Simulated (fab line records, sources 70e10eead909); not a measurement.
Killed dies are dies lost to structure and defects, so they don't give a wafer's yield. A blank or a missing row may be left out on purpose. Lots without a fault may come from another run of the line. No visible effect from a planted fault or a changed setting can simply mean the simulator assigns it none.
fab line records	flow nandHarc
[record] lots = 15	wafers = 45	lastDay = 32
route steps=1302 shown THIN_TSV@1262
lots that met no fault: from a run of the same line without faults
startH: hours from the record's opening day to when the first of the lot's shown wafers began	waitH: how many hours have passed since the lot's step before this one	" same as the row above	L1.1+2: a row that stands for several wafers	- either no value or no given start	* or withheld: withheld	< > ~ a bound
route shown NAME@n: names a module that has steps shown in the file, with the first one's number in the route	usual: mean/standard deviation taken from wafers without a fault	same: alike in all rows	chamber/n: place in a boat	sites: the reading at each site	_std_site: how widely they spread, as a standard deviation	_edge_site: outer sites' mean less inner sites'	radiusMm: for every site, how far away it sits from the centre of the wafer	mask NAME#n: copy n	behind: the last tool/chamber to shape the wafer	hold: the reason the lot was held/the length of the hold in hours/how it ended	device: whichever transistor did not switch (one of n, p or np)	end of line: at the end of the route, the tests of the same wafers	step lacking rows: just its recipe	killed: at the first sort, the dies lost to defects and structure; wafer yield is something else	map: a wafer's dies, x killed, . not, _ none there
set.NAME: the run value of the setting; set.NAME@STEP: its run value at that earlier step	model.NAME: the simulator's own value behind a step, which no gauge read
route steps across a sampled set of lots; one table per step, one row per wafer
services: a tool's chamber out of use, with start hour (startH, from the record's first day; less than 0 if before it), hours out, and reason
[[steps]]
[step NHARC_THIN_TSV_ETCH_44]
[recipe] targetDepthA = 15942	timeS = 797.1	cf4FlowSccm = 150	o2FlowSccm = 10	arFlowSccm = 0	rfW = 300	biasW = 800	chemistry = CF4/O2
[usual] cf4FlowSccm = 150.0/0.44	drypumpMotorCurrentA = 5.6/0.41	o2FlowSccm = 9.996/0.028	oesProductAu = 1.000/0.014	rfFwdPowerW = 299.6/1	rfVppV = 794/3.9	showerheadPlenumPTorr = 1.83/0.062	throttleValvePct = 16.917/0.01
lot.wafer	tool	chamber	startH	waitH	cf4FlowSccm	drypumpMotorCurrentA	o2FlowSccm	oesProductAu	rfFwdPowerW	rfHoursCounterH	rfVppV	showerheadPlenumPTorr	throttleValvePct
L981.3	rieDiel-10	1	551.81	0.1	150.3	5.3	9.954	0.984	299.2	7.6	791	1.77	16.922
L981.2	"	0	"	"	150.0	4.9	9.985	0.996	298.3	7.3	787	1.72	16.927
L981.5	"	2	"	"	149.8	5.0	9.966	1.019	300.1	-	794	1.80	16.920
L983.4	rieDiel-07	3	568.26	0.1	149.8	6.1	10.013	1.003	299.7	3.8	787	1.71	16.930
L983.2	"	1	"	"	150.5	6.0	10.002	1.002	300.2	3.4	799	1.93	16.912
L983.1	"	2	"	"	150.0	6.2	9.967	1.000	299.6	3.7	795	1.85	16.903
L984.4	rieDiel-10	2	571.82	0.1	149.3	5.0	9.968	1.017	301.2	9.1	792	1.80	16.918
L984.3	"	3	"	"	150.3	5.4	9.966	0.976	297.9	8.5	796	1.87	16.918
L984.5	"	2	"	"	149.8	5.0	9.977	1.015	301.4	-	793	1.80	16.905
L982.4	rieDiel-07	1	572.81	0.1	149.5	6.0	10.013	0.999	300.8	3.7	800	1.93	16.924
L982.2	"	2	"	"	149.6	6.3	10.029	1.004	299.0	4.0	794	1.85	16.924
L982.5	"	1	"	"	149.0	6.0	10.013	0.999	300.2	-	801	1.93	16.924
L985.3	rieDiel-03	1	573.96	0.1	150.4	5.3	9.997	1.009	298.6	4.6	793	1.85	16.928
L985.1	"	2	"	"	149.7	6.1	9.968	1.013	298.0	4.8	798	1.87	16.914
L985.5	"	0	"	"	149.8	5.6	10.057	1.018	298.2	-	793	1.82	16.922
L986.1	rieDiel-03	1	582.52	0.1	150.0	5.3	10.028	1.007	298.3	5.2	794	1.85	16.917
L986.4	"	3	"	"	150.5	5.5	9.955	0.994	299.7	5.3	798	1.89	16.921
L986.5	"	0	"	"	150.2	5.6	10.020	1.006	298.4	-	792	1.82	16.897
L987.1	rieDiel-07	1	601.87	0.1	150.4	6.0	9.983	1.015	300.5	6.8	800	1.93	16.921
L987.2	"	3	"	"	150.0	6.1	10.008	0.997	300.5	6.6	787	1.71	16.909
L987.6	"	0	"	"	150.0	5.7	9.965	1.006	299.9	-	797	1.89	16.916
L988.2	rieDiel-03	0	627.04	0.1	150.2	5.6	9.992	0.993	301.5	6.5	793	1.82	16.922
L988.3	"	2	"	"	150.0	6.0	9.964	1.001	299.8	7.4	796	1.87	16.919
L988.6	"	3	"	"	149.9	5.6	9.992	0.982	301.2	-	798	1.89	16.915
L992.3	rieDiel-07	3	658.81	0.1	150.1	6.1	10.040	0.995	300.6	0.2	787	1.71	16.907
L992.5	"	2	"	"	149.8	6.3	10.056	0.991	298.1	-	794	1.84	16.918
L992.6	"	3	"	"	150.5	6.1	9.980	0.987	300.4	-	788	1.71	16.914
L991.4	rieDiel-03	0	663.50	0.1	149.4	5.6	9.960	0.989	298.8	0.8	793	1.82	16.922
L991.2	"	3	"	"	149.4	5.5	10.020	1.015	300.6	0.8	799	1.89	16.912
L991.6	"	1	"	"	150.2	5.2	10.017	1.014	299.7	-	796	1.85	16.898
L999.1	rieDiel-07	3	723.06	0.1	149.6	6.1	9.949	1.009	299.9	3.4	786	1.71	16.920
L999.4	"	1	"	"	150.3	6.0	10.017	1.017	299.1	3.1	800	1.93	16.923
L999.6	"	3	"	"	149.7	6.1	9.999	0.991	300.0	-	786	1.71	16.923
L998.1	rieDiel-10	3	731.09	0.2	150.1	5.4	9.936	0.969	301.8	8.9	795	1.87	16.919
L998.2	"	0	"	"	149.1	4.9	10.030	0.969	299.0	9.4	787	1.72	16.917
L998.6	"	2	"	"	150.4	5.0	10.053	1.003	299.5	-	792	1.80	16.908
L101.1	rieDiel-07	1	746.84	0.1	149.3	6.0	10.043	1.006	299.7	4.0	801	1.93	16.910
L101.2	"	2	"	"	150.2	6.2	9.987	0.997	299.9	4.3	794	1.84	16.907
L101.6	"	0	"	"	151.1	5.6	9.968	0.987	298.6	-	798	1.88	16.922
L100.1	rieDiel-03	2	748.00	0.1	150.4	6.1	10.072	1.009	297.9	4.8	796	1.87	16.927
L100.2	"	1	"	"	150.0	5.3	10.004	1.005	299.4	4.2	794	1.85	16.920
L100.6	"	2	"	"	151.0	6.0	9.966	1.022	298.7	-	797	1.87	16.913
L103.2	rieDiel-10	3	757.42	0.1	149.4	5.5	9.983	0.979	299.9	10.1	797	1.87	16.923
L103.3	"	1	"	"	150.7	5.2	10.007	1.021	301.2	10.8	791	1.76	16.923
L103.5	"	3	"	"	150.2	5.4	10.024	0.974	300.1	-	795	1.87	16.928
[step NHARC_THIN_TSV_STRIP_45]
[recipe] powerW = 1500	tempC = 250	chemistry = O2
[usual] drypumpMotorCurrentA = 5.7/0.6	heaterPowerW = 311/14
lot.wafer	tool	chamber	startH	waitH	drypumpMotorCurrentA	heaterPowerW	rfHoursCounterH
L981.2	plasmaAsher-01	0	552.64	0.1	5.9	310	4
L981.3	"	1	"	"	5.5	331	-
L981.5	"	0	"	"	5.9	315	-
L983.2	plasmaAsher-01	0	569.05	0.1	5.9	316	8
L983.1	"	1	"	"	5.5	342	8
L983.4	"	1	"	"	5.5	340	-
L984.3	plasmaAsher-02	0	572.64	0.2	5.0	298	-
L984.4	"	1	"	"	6.5	314	-
L984.5	"	0	"	"	5.0	293	-
L982.2	plasmaAsher-02	0	573.64	0.1	5.0	293	29
L982.4	"	0	"	"	5.0	295	-
L982.5	"	1	"	"	6.5	309	-
L985.1	plasmaAsher-02	0	574.68	0.1	5.0	288	30
L985.3	"	1	"	"	6.5	318	-
L985.5	"	0	"	"	5.0	296	-
L986.1	plasmaAsher-01	0	583.30	0.1	5.9	304	11
L986.4	"	1	"	"	5.5	327	-
L986.5	"	0	"	"	6.0	303	-
L987.2	plasmaAsher-01	0	602.60	0.1	6.0	311	14
L987.1	"	1	"	"	5.5	328	14
L987.6	"	1	"	"	5.5	342	-
L988.2	plasmaAsher-02	1	627.80	0.1	6.5	308	1
L988.3	"	1	"	"	6.5	313	-
L988.6	"	1	"	"	6.5	318	-
L992.3	plasmaAsher-02	1	659.65	0.2	6.5	316	-
L992.6	"	1	"	"	6.5	310	-
L992.5	"	0	"	"	5.0	296	-
L991.2	plasmaAsher-02	1	664.34	0.1	6.5	312	12
L991.4	"	0	"	"	5.0	290	-
L991.6	"	1	"	"	6.5	311	-
L999.1	plasmaAsher-01	1	723.86	0.1	5.5	334	4
L999.4	"	0	"	"	6.0	316	-
L999.6	"	0	"	"	5.9	313	-
L998.1	plasmaAsher-02	0	731.85	0.2	4.9	297	28
L998.2	"	1	"	"	6.5	312	28
L998.6	"	1	"	"	6.5	311	-
L101.2	plasmaAsher-01	0	747.57	0.1	5.9	315	8
L101.1	"	1	"	"	5.5	341	8
L101.6	"	1	"	"	5.5	332	-
L100.2	plasmaAsher-02	0	749.13	0.4	5.0	299	31
L100.1	"	1	"	"	6.5	319	31
L100.6	"	0	"	"	5.0	289	-
L103.2	plasmaAsher-01	0	758.20	0.1	5.9	309	12
L103.3	"	1	"	"	5.5	333	-
L103.5	"	0	"	"	5.9	312	-
[step NHARC_THIN_TSV_ETCHBACK_48]
[recipe] targetDepthA = 10285	overEtchFrac = 0.3	timeS = 405.17	ionEnergyEv = 250	c4f8FlowSccm = withheld	arFlowSccm = withheld	rfW = 600	biasW = 300	chemistry = C4F8/Ar
[usual] oesProductAu = 0.935/0.026	rfFwdPowerW = 598.4/1.9	rfVppV = 546.6/2.7
lot.wafer	tool	chamber	startH	waitH	oesProductAu	rfFwdPowerW	rfHoursCounterH	rfVppV
L981.2	rieDiel-10	3	553.83	-	0.900	600.2	8	546.6
L981.3	"	0	"	"	0.915	596.8	8	541.4
L981.5	"	3	"	"	0.899	597.6	-	547.7
L983.4	rieDiel-10	1	570.25	-	0.910	596.4	9	546.1
L983.2	"	3	"	"	0.909	599.5	8	548.5
L983.1	"	0	"	"	0.917	595.8	8	542.9
L984.3	rieDiel-10	2	573.74	-	0.941	597.9	9	545.0
L984.4	"	1	"	"	0.930	597.6	9	543.7
L984.5	"	3	"	"	0.909	596.4	-	548.5
L982.4	rieDiel-03	3	574.80	-	0.922	599.2	5	550.4
L982.2	"	0	"	"	0.921	599.3	5	546.2
L982.5	"	3	"	"	0.921	600.1	-	550.4
L985.1	rieDiel-10	2	575.88	-	0.941	599.3	10	545.7
L985.3	"	0	"	"	0.909	598.4	9	540.6
L985.5	"	2	"	"	0.943	597.2	-	545.4
L986.1	rieDiel-10	1	584.54	-	0.935	596.2	10	544.5
L986.4	"	2	"	"	0.936	597.0	-	545.0
L986.5	"	1	"	"	0.917	595.9	-	543.7
L987.1	rieDiel-07	0	603.81	-	0.924	598.7	7	548.8
L987.2	"	3	"	"	0.914	596.6	7	542.7
L987.6	"	1	"	"	0.945	595.7	-	551.2
L988.3	rieDiel-03	2	629.00	-	0.938	594.8	8	548.4
L988.2	"	0	"	"	0.992	597.4	7	546.8
L988.6	"	2	"	"	0.941	593.3	-	548.4
L992.3	rieDiel-07	2	660.77	-	0.973	599.1	1	548.3
L992.5	"	2	"	"	0.972	601.3	-	548.8
L992.6	"	3	"	"	0.973	595.9	-	540.2
L991.2	rieDiel-03	0	665.54	-	0.961	598.0	1	546.0
L991.4	"	2	"	"	0.960	598.0	1	548.2
L991.6	"	0	"	"	0.956	599.9	-	545.6
L999.1	rieDiel-03	0	725.17	-	0.783	598.9	4	545.3
L999.6	"	3	"	"	0.921	597.9	-	549.4
L999.4	"	0	"	"	0.778	599.2	-	545.0
L998.2	rieDiel-10	2	733.05	-	0.931	594.7	9	543.5
L998.1	"	1	"	"	0.934	599.1	10	543.5
L998.6	"	3	"	"	0.901	600.9	-	546.8
L101.2	rieDiel-03	1	748.84	-	0.921	601.6	4	547.2
L101.1	"	2	"	"	0.924	601.6	5	547.9
L101.6	"	0	"	"	0.786	600.0	-	545.7
L100.2	rieDiel-03	3	750.32	-	0.933	599.5	5	549.2
L100.1	"	0	"	"	0.776	599.8	6	546.6
L100.6	"	0	"	"	0.780	601.8	-	545.6
L103.3	rieDiel-10	0	759.36	-	0.903	600.2	11	541.9
L103.2	"	2	"	"	0.930	598.7	11	546.1
L103.5	"	0	"	"	0.904	600.4	-	541.6
[step NHARC_THIN_TSV_PVD_19]
[recipe] targetThkA = 200	chamberPressurePa = 5	material = TaN
[usual] chamberPressurePa = 4.999/0.011	throttleValvePct = 29.6/0.92
lot.wafer	tool	chamber	startH	waitH	chamberPressurePa	throttleValvePct
L981.2	pvdSputter-02	-	-	-	5.001	29.4
L981.3	"	-	"	"	5.018	28.5
L981.5	"	-	"	"	4.995	31.5
L983.1	pvdSputter-02	-	-	-	4.986	31.7
L983.2	"	-	"	"	5.005	28.5
L983.4	"	-	"	"	5.020	29.3
L984.3	pvdSputter-03	-	-	-	4.983	30.2
L984.4	"	-	"	"	5.004	30.3
L984.5	"	-	"	"	4.996	30.3
L982.2	pvdSputter-01	-	-	-	4.972	29.6
L982.4	"	-	"	"	4.974	29.2
L982.5	"	-	"	"	5.000	29.6
L985.1	pvdSputter-02	-	-	-	5.006	31.6
L985.3	"	-	"	"	5.000	28.4
L985.5	"	-	"	"	4.996	29.8
L986.4	pvdSputter-02	-	-	-	4.990	29.5
L986.1	"	-	"	"	5.000	28.4
L986.5	"	-	"	"	4.992	29.7
L987.2	pvdSputter-01	-	-	-	4.969	28.2
L987.1	"	-	"	"	4.989	28.9
L987.6	"	-	"	"	4.994	29.2
L988.2	pvdSputter-01	-	-	-	4.989	28.9
L988.3	"	-	"	"	5.003	28.7
L988.6	"	-	"	"	4.981	29.1
L992.3	pvdSputter-02	-	-	-	4.988	28.8
L992.6	"	-	"	"	4.995	29.1
L992.5	"	-	"	"	4.991	28.9
L991.4	pvdSputter-02	-	-	-	4.991	28.5
L991.2	"	-	"	"	5.000	29.9
L991.6	"	-	"	"	5.006	29.8
L999.1	pvdSputter-03	-	-	-	5.018	29.8
L999.4	"	-	"	"	5.008	30.7
L999.6	"	-	"	"	4.991	30.4
L998.2	pvdSputter-01	-	-	-	5.004	28.5
L998.1	"	-	"	"	4.993	29.2
L998.6	"	-	"	"	5.000	28.3
L101.1	pvdSputter-03	-	-	-	4.999	30.9
L101.2	"	-	"	"	4.997	30.4
L101.6	"	-	"	"	4.994	29.6
L100.2	pvdSputter-03	-	-	-	5.004	30.7
L100.1	"	-	"	"	4.982	29.6
L100.6	"	-	"	"	5.004	30.0
L103.3	pvdSputter-02	-	-	-	5.002	29.1
L103.2	"	-	"	"	5.015	28.5
L103.5	"	-	"	"	4.993	29.2
[[services]]
tool	chamber	startH	hours	kind
rieDiel-07	0	540.99	22.8	repair
pvdSputter-01	-	546.09	9.0	repair
pvdSputter-01	-	563.32	2.0	repair
pvdSputter-01	-	570.16	1.2	repair
pvdSputter-01	-	582.62	10.0	pm
rieDiel-10	-	596.50	9.0	pm
plasmaAsher-02	-	603.21	9.0	pm
rieDiel-07	3	605.42	1.2	repair
plasmaAsher-01	-	632.56	10.5	repair
rieDiel-03	-	635.34	9.0	pm
pvdSputter-02	-	638.02	10.0	pm
rieDiel-07	3	640.16	6.0	repair
rieDiel-07	-	648.20	9.0	pm
pvdSputter-02	-	663.24	1.0	repair
rieDiel-03	-	670.38	1.1	repair
rieDiel-10	2	681.25	6.6	repair
rieDiel-07	1	687.52	5.9	repair
plasmaAsher-01	-	696.00	9.0	pm
plasmaAsher-02	-	700.28	1.3	repair
rieDiel-03	2	717.54	6.2	repair
plasmaAsher-02	-	726.94	4.0	repair
plasmaAsher-01	-	731.01	3.0	repair
rieDiel-03	-	745.67	1.1	repair
plasmaAsher-02	-	752.83	4.6	repair
[[key]]
[firstSign] step = NHARC_THIN_TSV_ETCHBACK_48	reading = oesProductAu	direction = down	sigmas = 6	usual = 0.935	struck = 0.781
effect none on later readings
metAt NHARC_THIN_TSV_ETCHBACK_48
struckLots L999,L100,L101
struckWafers L999.1,L999.4,L100.1,L100.6,L101.6
laterRowsLeftOut L999.1,L999.4,L100.1,L100.6,L101.6
sortLeftOut L999.1,L999.4,L100.1,L100.6,L101.6
notActingAt NHARC_THIN_TSV_ETCH_44,NHARC_THIN_TSV_STRIP_45,NHARC_THIN_TSV_PVD_19
onsetBetween 665.54 725.17
[fault] kind = processParameterDrift	tool = rieDiel-03	chamber = 0	onsetH = 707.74	steps = NHARC_THIN_TSV_ETCHBACK_48	channel = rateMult	offset = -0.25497	shape = step	endH = 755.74
// sortLeftOut: the simulated sort isn't trusted on such a fault, so these wafers' sort isn't shown, and their yield isn't known
// laterRowsLeftOut: the simulator's readings of these wafers behind a module that went badly wrong aren't trusted and aren't shown, but for the sort
